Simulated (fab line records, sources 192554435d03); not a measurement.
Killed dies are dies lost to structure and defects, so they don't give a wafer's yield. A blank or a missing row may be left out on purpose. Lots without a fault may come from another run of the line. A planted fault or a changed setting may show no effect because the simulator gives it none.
Problem report in the 8D (eight disciplines) form, filled by code | flow n5_finfet | the parts of the form that need people (team, actions taken, sign-off) are left out

1. THE PROBLEM
dose_ions_cm2 at N5_WELL_APT_IMPLANT_15 reads a mean of 1.7376e+13 on 9 wafers of 3 lots; wafers without a fault read 1.4999e+13 with a standard deviation of 1.5e+10. That is +99 or more standard deviations from the usual mean.
First seen on wafer L304.2, day 3 20:08, on implanter-01. The record holds 15 wafers of 5 lots with a number at this step. Rule for "out", or "out of limits": more than 4 standard deviations from the usual mean. The other wafers with a number count as sound.

2. WHAT IT IS AND WHAT IT IS NOT
question                    | is                                | is not
which readings at this step | dose_ions_cm2, faraday_current_uA | -
which lots                  | L304, L306, L307                  | L298, L317
which wafers of those lots  | all that have a number            | -
read on which tools         | implanter-01                      | implanter-02
when                        | from day 3 20:08                  | up to then (3 sound wafers); but 3 sound wafers of L317 came after

3. SUSPECTS, AND WHAT RULES EACH OUT
Counting: a tool at a process step up to the reading stays a suspect if it ran every lot that is out and no sound lot after the first of them.
- implanter-01 at N5_WELL_APT_IMPLANT_15: kept. It ran every lot that is out, first L304 (day 3 20:08), and no sound lot after that; its last sound lot up to then is L298 (day 2 08:06). Its own readings are out on those wafers: dose_ions_cm2, faraday_current_uA.
Left after counting: implanter-01 at N5_WELL_APT_IMPLANT_15.

4. THE CAUSE (what the simulator had put in)
Process parameter drift: implanter-01, from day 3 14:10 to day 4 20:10, at N5_WELL_APT_IMPLANT_15. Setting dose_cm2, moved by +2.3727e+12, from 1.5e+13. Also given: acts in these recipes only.
Counting left only this tool.

5. THE CHAIN OF EFFECTS, in route order
Each row: a reading whose mean over the struck wafers that have a number lies more than 3 standard deviations from the usual. Only readings for which the record gives a usual standard deviation are gone through. hours: the time from each lot's start at the first step in this table that gives one to its start at this step, as a median over the lots. sigmas: the change in usual standard deviations.
hours | step                   | reading            | usual      | on struck wafers | change      | sigmas
0     | N5_WELL_APT_IMPLANT_15 | dose_ions_cm2      | 1.4999e+13 | 1.7376e+13       | +2.3768e+12 | +99 or more
0     | N5_WELL_APT_IMPLANT_15 | faraday_current_uA | 190        | 221              | +31         | +8.7
170   | N5_BEOL_M4_RC_MEAS_101 | CJ_P               | 5.85       | 6.43             | +0.58       | +3.1
The process steps in it:
- N5_WELL_APT_IMPLANT_15

6. WHAT WOULD HAVE CAUGHT IT SOONER
In this record the first reading out of limits was taken at day 3 20:08, 6 hours after the fault began at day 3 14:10.
